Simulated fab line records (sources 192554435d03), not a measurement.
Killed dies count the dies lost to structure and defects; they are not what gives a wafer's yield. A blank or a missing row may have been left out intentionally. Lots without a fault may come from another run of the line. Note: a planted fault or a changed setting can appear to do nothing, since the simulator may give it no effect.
fab line records :: flow n5-finfet
record
  lots=4
  wafers=12
  last-day=16
route steps=1938 shown DUMMY_GATE@212 BEOL_M4@1111
lots with no fault: from the same line, run without faults
start-h: the number of hours between the record's first day and the start of the first shown wafer of the lot :: wait-h: hours since the lot's step before :: " as in the row above :: L1.1+2: a single row standing in for several wafers :: - no value present, or no start provided :: * or withheld: withheld :: < > ~ a bound
route shown NAME@n: a module of which the file shows steps, and the number in the route of the first :: usual: mean/standard deviation of fault-free wafers :: same: alike in all rows :: chamber/n: place in a boat :: sites: the reading at each site :: _std_site: standard deviation of those values :: _edge_site: outer sites' mean less inner sites' :: radius-mm: how far each site lies from the wafer's centre :: mask NAME#n: copy n :: behind: the most recent tool/chamber to have shaped the wafer :: hold: reason for holding the lot/hours on hold/outcome of the hold :: device: transistor that didn't switch, given as n, p or np :: end of line: the same wafers' tests at the end of the route :: step lacking rows: just its recipe :: killed: not the wafer's yield, but the dies lost to structure and defects at the first sort :: map: shows each die of a wafer: x if killed, . if not, _ if none is there
set.NAME: the setting the step ran with; set.NAME@STEP: the setting that earlier step ran with :: model.NAME: the simulator's own value behind a step, which no gauge read
lots at some steps of the route; a table a step, a row a wafer
services: the hour from which a tool's chamber was out of use, counted from the record's first day as start-h (under 0 if before that day), plus the number of hours and why
## steps
# step N5_DUMMY_GATE_PRECLEAN_00
# recipe
  chemistry=O3/DIW
  time-s=60
  temp-c=22
  o3-ppm=10
# step N5_DUMMY_GATE_SRD_01
# recipe
  time-s=30
  temp-c=23
  rinse-liquid=diw
  dry=ipa-marangoni
# step N5_DUMMY_GATE_ALD_02
# recipe
  material=SiO2
  target-thk-a=20
  temp-c=300
  ald-precursor-family=BDEAS
  ald-co-reactant=O2-plasma
  pulse-time-s=1
  pressure-torr=2
# step N5_DUMMY_GATE_CVD_03
# recipe
  material=a-Si
  target-thk-a=1500
  temp-c=530
  precursor=SiH4
  time-s=8042
# step N5_DUMMY_GATE_PRECLEAN_46
# recipe
  chemistry=DIW
  time-s=89.5
  temp-c=23
# step N5_DUMMY_GATE_SRD_47
# recipe
  dry-time-s=32
  dry=n2-spin
  spin-rpm=1500
# step N5_DUMMY_GATE_CMP_04
# recipe
  material=a-Si
  post-cmp-clean=alkaline-brush
# step N5_DUMMY_GATE_HM_DEP_06
# recipe
  material=SiNx
  target-thk-a=800
  precursor=DCS/NH3
  temp-c=700
  pressure-mtorr=300
  time-s=5141
# step N5_DUMMY_GATE_PECVD_30
# recipe
  material=SiO2
  target-thk-a=550
  temp-c=400
  precursor=TEOS/O2
  pressure-torr=6.5
  rf-w=withheld
  teos-flow-sccm=withheld
  gas=O2
  flow-sccm=2650
  time-s=10.8
# step N5_DUMMY_GATE_COAT_34
# recipe
  resist=SOC
  temp-c=250
  time-s=60
  spin-rpm=1500
  resist-thk-nm=60
# step N5_DUMMY_GATE_COAT_35
# recipe
  resist=SiARC
  temp-c=220
  time-s=60
  spin-rpm=1500
  resist-thk-nm=10
# usual
  chill-plate-temp-C=23.01/0.1
  plate-temp-C=219.99/0.16
  spin-speed-rpm=1500.0/0.99
lot.wafer: L517.2
tool: litho-track-05
chamber: 0
start-h: 64.06
wait-h: -
chill-plate-temp-C: 23.06
plate-temp-C: 219.84
spin-speed-rpm: 1500.3
model.SiARC_of_DUMMY_GATE_COAT_35.thk-nm: 10

lot.wafer: L517.3
tool: litho-track-05
chamber: 0
start-h: 64.06
wait-h: -
chill-plate-temp-C: 22.97
plate-temp-C: 219.82
spin-speed-rpm: 1501.1
model.SiARC_of_DUMMY_GATE_COAT_35.thk-nm: 10

lot.wafer: L517.6
tool: litho-track-05
chamber: 0
start-h: 64.06
wait-h: -
chill-plate-temp-C: 22.92
plate-temp-C: 220.06
spin-speed-rpm: 1498.7
model.SiARC_of_DUMMY_GATE_COAT_35.thk-nm: 10

lot.wafer: L525.1
tool: litho-track-05
chamber: 0
start-h: 119.72
wait-h: -
chill-plate-temp-C: 22.85
plate-temp-C: 220.04
spin-speed-rpm: 1822.6
model.SiARC_of_DUMMY_GATE_COAT_35.thk-nm: 9

lot.wafer: L525.2
tool: litho-track-05
chamber: 0
start-h: 119.72
wait-h: -
chill-plate-temp-C: 23.02
plate-temp-C: 219.97
spin-speed-rpm: 1823.6
model.SiARC_of_DUMMY_GATE_COAT_35.thk-nm: 9

lot.wafer: L525.6
tool: litho-track-05
chamber: 0
start-h: 119.72
wait-h: -
chill-plate-temp-C: 22.98
plate-temp-C: 220.19
spin-speed-rpm: 1824.5
model.SiARC_of_DUMMY_GATE_COAT_35.thk-nm: 9

lot.wafer: L528.2
tool: litho-track-05
chamber: 0
start-h: 131.54
wait-h: -
chill-plate-temp-C: 23.06
plate-temp-C: 219.84
spin-speed-rpm: 1825.2
model.SiARC_of_DUMMY_GATE_COAT_35.thk-nm: 9

lot.wafer: L528.3
tool: litho-track-05
chamber: 0
start-h: 131.54
wait-h: -
chill-plate-temp-C: 23.01
plate-temp-C: 219.93
spin-speed-rpm: 1824.5
model.SiARC_of_DUMMY_GATE_COAT_35.thk-nm: 9

lot.wafer: L528.6
tool: litho-track-05
chamber: 0
start-h: 131.54
wait-h: -
chill-plate-temp-C: 22.99
plate-temp-C: 220.30
spin-speed-rpm: 1824.3
model.SiARC_of_DUMMY_GATE_COAT_35.thk-nm: 9

lot.wafer: L531.2
tool: litho-track-04
chamber: 0
start-h: 150.57
wait-h: -
chill-plate-temp-C: 23.03
plate-temp-C: 219.95
spin-speed-rpm: 1500.3
model.SiARC_of_DUMMY_GATE_COAT_35.thk-nm: 10

lot.wafer: L531.4
tool: litho-track-04
chamber: 0
start-h: 150.57
wait-h: -
chill-plate-temp-C: 22.95
plate-temp-C: 219.97
spin-speed-rpm: 1500.9
model.SiARC_of_DUMMY_GATE_COAT_35.thk-nm: 10

lot.wafer: L531.5
tool: litho-track-04
chamber: 0
start-h: 150.57
wait-h: -
chill-plate-temp-C: 23.09
plate-temp-C: 220.18
spin-speed-rpm: 1501.1
model.SiARC_of_DUMMY_GATE_COAT_35.thk-nm: 10
# step N5_DUMMY_GATE_COAT_28
# recipe
  resist=underlayer
  temp-c=205
  time-s=60
  spin-rpm=1500
  resist-thk-nm=10
# step N5_DUMMY_GATE_COAT_09
# recipe
  resist=CAR-EUV
  spin-rpm=1500
  resist-thk-nm=30
# step N5_DUMMY_GATE_EBR_11
# recipe
  solvent=PGMEA
  ebr-width-mm=1.5
# step N5_DUMMY_GATE_SOFTBAKE_10
# recipe
  temp-c=110
  time-s=60
  resist=CAR-EUV
# step N5_DUMMY_GATE_EXPOSE_12
# recipe
  mask-id=GATE
  na=0.33
  source-shape=annular
  sigma-inner=0.2
  sigma-outer=0.6
  polarization=unpolarized
  target-cd-nm=25
  dose-mj=34
# step N5_DUMMY_GATE_PEB_13
# recipe
  peb-temp-c=100
  peb-time-s=60
  resist=CAR-EUV
# step N5_DUMMY_GATE_DEVELOP_14
# recipe
  develop-time-s=30
  developer=TMAH
  resist=CAR-EUV
  rinse-liquid=surfactant-rinse
  dry=air-spin
  dev-temp-c=23
# step N5_DUMMY_GATE_DESCUM_20
# recipe
  chemistry=O2
  time-s=6.2
  source-power-w=50
  bias-power-w=20
  pressure-mtorr=20
  rf-frequency-hz=2.712e+07
  temp-c=40
  resist=CAR-EUV
  o2-flow-sccm=225
# step N5_DUMMY_GATE_ETCH_29
# recipe
  chemistry=N2/H2
  target=underlayer
  target-depth-a=130
  ion-energy-ev=200
  pressure-mtorr=30
  source-w=840
  bias-w=150
  n2-flow-sccm=200
  h2-flow-sccm=200
# step N5_DUMMY_GATE_ETCH_36
# recipe
  chemistry=CF4
  target=SiARC
  target-depth-a=130
  pressure-mtorr=40
  source-w=545
  bias-w=36
  Ar_flow_sccm=100
  cf4-flow-sccm=100
  ion-energy-ev=80
# step N5_DUMMY_GATE_ETCH_37
# recipe
  chemistry=N2/H2
  target=SOC
  target-depth-a=600
  overetch-a=300
  temp-c=40
  ion-energy-ev=200
  pressure-mtorr=30
  source-w=840
  bias-w=150
  n2-flow-sccm=200
  h2-flow-sccm=200
# usual
  bias-w=149.9/0.43
  drypump-motor-current-A=5.8/0.35
  oes-product-au=0.63/0.061
  rf-fwd-power-W=832/3.5
  rf-vpp-V=523/3
  showerhead-plenum-p-Torr=2.52/0.12
  throttle-valve-pct=17.75/0.26
lot.wafer: L517.2
tool: rie-diel-02
chamber: 3
start-h: 64.98
wait-h: 0.0
bias-w: 149.7
drypump-motor-current-A: 6.2
oes-product-au: 0.69
rf-fwd-power-W: 834
rf-hours-counter-h: 42
rf-vpp-V: 522
showerhead-plenum-p-Torr: 2.46
throttle-valve-pct: 17.49
model.SiARC_of_DUMMY_GATE_COAT_35.thk-nm: 4.8

lot.wafer: L517.3
tool: rie-diel-02
chamber: 0
start-h: 64.98
wait-h: 0.0
bias-w: 149.9
drypump-motor-current-A: 5.2
oes-product-au: 0.62
rf-fwd-power-W: 833
rf-hours-counter-h: 117
rf-vpp-V: 523
showerhead-plenum-p-Torr: 2.54
throttle-valve-pct: 17.59
model.SiARC_of_DUMMY_GATE_COAT_35.thk-nm: 5

lot.wafer: L517.6
tool: rie-diel-02
chamber: 0
start-h: 64.98
wait-h: 0.0
bias-w: 149.4
drypump-motor-current-A: 5.2
oes-product-au: 0.62
rf-fwd-power-W: 837
rf-hours-counter-h: -
rf-vpp-V: 526
showerhead-plenum-p-Torr: 2.54
throttle-valve-pct: 17.57
model.SiARC_of_DUMMY_GATE_COAT_35.thk-nm: 5

lot.wafer: L525.1
tool: rie-diel-02
chamber: 0
start-h: 120.26
wait-h: 0.0
bias-w: 149.6
drypump-motor-current-A: 5.3
oes-product-au: 0.61
rf-fwd-power-W: 839
rf-hours-counter-h: 135
rf-vpp-V: 523
showerhead-plenum-p-Torr: 2.53
throttle-valve-pct: 17.63
model.SiARC_of_DUMMY_GATE_COAT_35.thk-nm: 4.4

lot.wafer: L525.2
tool: rie-diel-02
chamber: 2
start-h: 120.26
wait-h: 0.0
bias-w: 150.4
drypump-motor-current-A: 5.7
oes-product-au: 0.69
rf-fwd-power-W: 827
rf-hours-counter-h: 46
rf-vpp-V: 528
showerhead-plenum-p-Torr: 2.71
throttle-valve-pct: 17.93
model.SiARC_of_DUMMY_GATE_COAT_35.thk-nm: 4.2

lot.wafer: L525.6
tool: rie-diel-02
chamber: 2
start-h: 120.26
wait-h: 0.0
bias-w: 150.0
drypump-motor-current-A: 5.7
oes-product-au: 0.68
rf-fwd-power-W: 829
rf-hours-counter-h: -
rf-vpp-V: 528
showerhead-plenum-p-Torr: 2.71
throttle-valve-pct: 17.94
model.SiARC_of_DUMMY_GATE_COAT_35.thk-nm: 4.2

lot.wafer: L528.2
tool: rie-diel-06
chamber: 1
start-h: 132.56
wait-h: 0.0
bias-w: 149.7
drypump-motor-current-A: 5.8
oes-product-au: 0.58
rf-fwd-power-W: 836
rf-hours-counter-h: 202
rf-vpp-V: 520
showerhead-plenum-p-Torr: 2.41
throttle-valve-pct: 18.07
model.SiARC_of_DUMMY_GATE_COAT_35.thk-nm: 4

lot.wafer: L528.3
tool: rie-diel-06
chamber: 0
start-h: 132.56
wait-h: 0.0
bias-w: 150.2
drypump-motor-current-A: 6.3
oes-product-au: 0.73
rf-fwd-power-W: 832
rf-hours-counter-h: 33
rf-vpp-V: 526
showerhead-plenum-p-Torr: 2.59
throttle-valve-pct: 17.76
model.SiARC_of_DUMMY_GATE_COAT_35.thk-nm: 4.4

lot.wafer: L528.6
tool: rie-diel-06
chamber: 0
start-h: 132.56
wait-h: 0.0
bias-w: 149.8
drypump-motor-current-A: 6.3
oes-product-au: 0.73
rf-fwd-power-W: 827
rf-hours-counter-h: -
rf-vpp-V: 524
showerhead-plenum-p-Torr: 2.59
throttle-valve-pct: 17.77
model.SiARC_of_DUMMY_GATE_COAT_35.thk-nm: 4.4

lot.wafer: L531.2
tool: rie-diel-02
chamber: 3
start-h: 151.24
wait-h: 0.0
bias-w: 149.4
drypump-motor-current-A: 6.2
oes-product-au: 0.66
rf-fwd-power-W: 834
rf-hours-counter-h: 66
rf-vpp-V: 522
showerhead-plenum-p-Torr: 2.45
throttle-valve-pct: 17.51
model.SiARC_of_DUMMY_GATE_COAT_35.thk-nm: 4.8

lot.wafer: L531.4
tool: rie-diel-02
chamber: 0
start-h: 151.24
wait-h: 0.0
bias-w: 149.6
drypump-motor-current-A: 5.2
oes-product-au: 0.61
rf-fwd-power-W: 834
rf-hours-counter-h: 144
rf-vpp-V: 523
showerhead-plenum-p-Torr: 2.52
throttle-valve-pct: 17.64
model.SiARC_of_DUMMY_GATE_COAT_35.thk-nm: 5.2

lot.wafer: L531.5
tool: rie-diel-02
chamber: 0
start-h: 151.24
wait-h: 0.0
bias-w: 149.5
drypump-motor-current-A: 5.3
oes-product-au: 0.60
rf-fwd-power-W: 838
rf-hours-counter-h: -
rf-vpp-V: 523
showerhead-plenum-p-Torr: 2.52
throttle-valve-pct: 17.64
model.SiARC_of_DUMMY_GATE_COAT_35.thk-nm: 5.2
# step N5_DUMMY_GATE_STRIP_38
# recipe
  chemistry=N2/H2
  temp-c=40
  n2-flow-sccm=200
  h2-flow-sccm=200
  rf-frequency-hz=6e+07
# step N5_BEOL_M4_RC_MEAS_101
# usual
  DIBL_N=36.2/2
  DIBL_P=36.1/2.4
  IOFF_N=0.16/0.035
  IOFF_P=0.22/0.041
  ION_N=675/14
  ION_P=465/8.6
  SS_N=71.5/0.64
  SS_P=73.2/0.76
  VT_N=250/3.9
  VT_P=-249/3.4
lot.wafer: L517.2
tool: prober-02
chamber: 0
start-h: 196.23
wait-h: 0.2
DIBL_N[mV/V]: 34.4
DIBL_P[mV/V]: 33.5
IOFF_N[nA/um]: 0.13
IOFF_P[nA/um]: 0.19
ION_N[uA/um]: 662
ION_P[uA/um]: 459
SS_N[mV/dec]: 71.5
SS_P[mV/dec]: 73.2
VT_N[mV]: 250
VT_P[mV]: -250

lot.wafer: L517.3
tool: prober-02
chamber: 0
start-h: 196.23
wait-h: 0.2
DIBL_N[mV/V]: 37.3
DIBL_P[mV/V]: 36.8
IOFF_N[nA/um]: 0.20
IOFF_P[nA/um]: 0.25
ION_N[uA/um]: 694
ION_P[uA/um]: 477
SS_N[mV/dec]: 71.6
SS_P[mV/dec]: 74.1
VT_N[mV]: 246
VT_P[mV]: -248

lot.wafer: L517.6
tool: prober-02
chamber: 0
start-h: 196.23
wait-h: 0.2
DIBL_N[mV/V]: 33.8
DIBL_P[mV/V]: 32.4
IOFF_N[nA/um]: 0.13
IOFF_P[nA/um]: 0.18
ION_N[uA/um]: 679
ION_P[uA/um]: 469
SS_N[mV/dec]: 70.0
SS_P[mV/dec]: 72.2
VT_N[mV]: 248
VT_P[mV]: -252

lot.wafer: L525.1
tool: prober-01
chamber: 0
start-h: 245.24
wait-h: 0.0
DIBL_N[mV/V]: 35.3
DIBL_P[mV/V]: 34.6
IOFF_N[nA/um]: 0.15
IOFF_P[nA/um]: 0.24
ION_N[uA/um]: 669
ION_P[uA/um]: 468
SS_N[mV/dec]: 71.6
SS_P[mV/dec]: 73.5
VT_N[mV]: 250
VT_P[mV]: -244

lot.wafer: L525.2
tool: prober-01
chamber: 0
start-h: 245.24
wait-h: 0.0
DIBL_N[mV/V]: 31.1
DIBL_P[mV/V]: 30.1
IOFF_N[nA/um]: 0.09
IOFF_P[nA/um]: 0.16
ION_N[uA/um]: 640
ION_P[uA/um]: 459
SS_N[mV/dec]: 70.2
SS_P[mV/dec]: 71.3
VT_N[mV]: 258
VT_P[mV]: -252

lot.wafer: L525.6
tool: prober-01
chamber: 0
start-h: 245.24
wait-h: 0.0
DIBL_N[mV/V]: 30.4
DIBL_P[mV/V]: 30.0
IOFF_N[nA/um]: 0.09
IOFF_P[nA/um]: 0.17
ION_N[uA/um]: 654
ION_P[uA/um]: 464
SS_N[mV/dec]: 70.2
SS_P[mV/dec]: 71.8
VT_N[mV]: 257
VT_P[mV]: -251

lot.wafer: L528.2
tool: prober-01
chamber: 0
start-h: 262.41
wait-h: 0.2
DIBL_N[mV/V]: 37.3
DIBL_P[mV/V]: 35.4
IOFF_N[nA/um]: 0.16
IOFF_P[nA/um]: 0.21
ION_N[uA/um]: 664
ION_P[uA/um]: 455
SS_N[mV/dec]: 71.4
SS_P[mV/dec]: 73.5
VT_N[mV]: 249
VT_P[mV]: -248

lot.wafer: L528.3
tool: prober-01
chamber: 0
start-h: 262.41
wait-h: 0.2
DIBL_N[mV/V]: 34.5
DIBL_P[mV/V]: 33.3
IOFF_N[nA/um]: 0.13
IOFF_P[nA/um]: 0.19
ION_N[uA/um]: 674
ION_P[uA/um]: 474
SS_N[mV/dec]: 71.1
SS_P[mV/dec]: 72.5
VT_N[mV]: 249
VT_P[mV]: -247

lot.wafer: L528.6
tool: prober-01
chamber: 0
start-h: 262.41
wait-h: 0.2
DIBL_N[mV/V]: 36.0
DIBL_P[mV/V]: 34.2
IOFF_N[nA/um]: 0.14
IOFF_P[nA/um]: 0.19
ION_N[uA/um]: 682
ION_P[uA/um]: 467
SS_N[mV/dec]: 70.9
SS_P[mV/dec]: 73.3
VT_N[mV]: 250
VT_P[mV]: -250

lot.wafer: L531.2
tool: prober-02
chamber: 0
start-h: 272.44
wait-h: 0.2
DIBL_N[mV/V]: 36.9
DIBL_P[mV/V]: 35.5
IOFF_N[nA/um]: 0.15
IOFF_P[nA/um]: 0.19
ION_N[uA/um]: 667
ION_P[uA/um]: 455
SS_N[mV/dec]: 71.9
SS_P[mV/dec]: 73.3
VT_N[mV]: 252
VT_P[mV]: -254

lot.wafer: L531.4
tool: prober-02
chamber: 0
start-h: 272.44
wait-h: 0.2
DIBL_N[mV/V]: 37.5
DIBL_P[mV/V]: 36.9
IOFF_N[nA/um]: 0.18
IOFF_P[nA/um]: 0.23
ION_N[uA/um]: 683
ION_P[uA/um]: 469
SS_N[mV/dec]: 72.2
SS_P[mV/dec]: 73.4
VT_N[mV]: 246
VT_P[mV]: -247

lot.wafer: L531.5
tool: prober-02
chamber: 0
start-h: 272.44
wait-h: 0.2
DIBL_N[mV/V]: 35.0
DIBL_P[mV/V]: 33.8
IOFF_N[nA/um]: 0.13
IOFF_P[nA/um]: 0.18
ION_N[uA/um]: 679
ION_P[uA/um]: 471
SS_N[mV/dec]: 70.1
SS_P[mV/dec]: 73.1
VT_N[mV]: 254
VT_P[mV]: -251
## services
tool: rie-diel-06
chamber: 2
start-h: 78.18
hours: 2.0
kind: repair

tool: rie-diel-02
chamber: 3
start-h: 92.77
hours: 4.0
kind: repair

tool: rie-diel-06
chamber: 3
start-h: 114.49
hours: 7.7
kind: repair

tool: rie-diel-06
chamber: 3
start-h: 122.23
hours: -
kind: clean

tool: rie-diel-06
chamber: 3
start-h: 122.23
hours: -
kind: consumable-replace:focus-ring

tool: rie-diel-06
chamber: 3
start-h: 122.23
hours: 20.7
kind: scheduled-down

tool: rie-diel-06
chamber: 3
start-h: 122.23
hours: 20.7
kind: vent-cycle
## key
first-sign
  step=N5_DUMMY_GATE_COAT_35
  reading=spin-speed-rpm
  direction=up
  sigmas=99+
  usual=*
  struck=*
effect none on later readings
model-effect
  step=N5_DUMMY_GATE_COAT_35
  value=SiARC_of_DUMMY_GATE_COAT_35.thk-nm
  without=10
  struck=9
model-effect
  step=N5_DUMMY_GATE_ETCH_37
  value=SiARC_of_DUMMY_GATE_COAT_35.thk-nm
  without=5.133
  struck=4.267
met-at N5_DUMMY_GATE_COAT_35
struck-wafers L525.1,L525.2,L525.6,L528.2,L528.3,L528.6
onset-between 64.06 119.72
fault
  kind=process-parameter-drift
  tool=litho-track-05
  chamber=-
  onset-h=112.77
  steps=N5_DUMMY_GATE_COAT_35
  channel=spin-rpm
  offset=*
  shape=step
  end-h=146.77
  acts-in=*
  stated=*
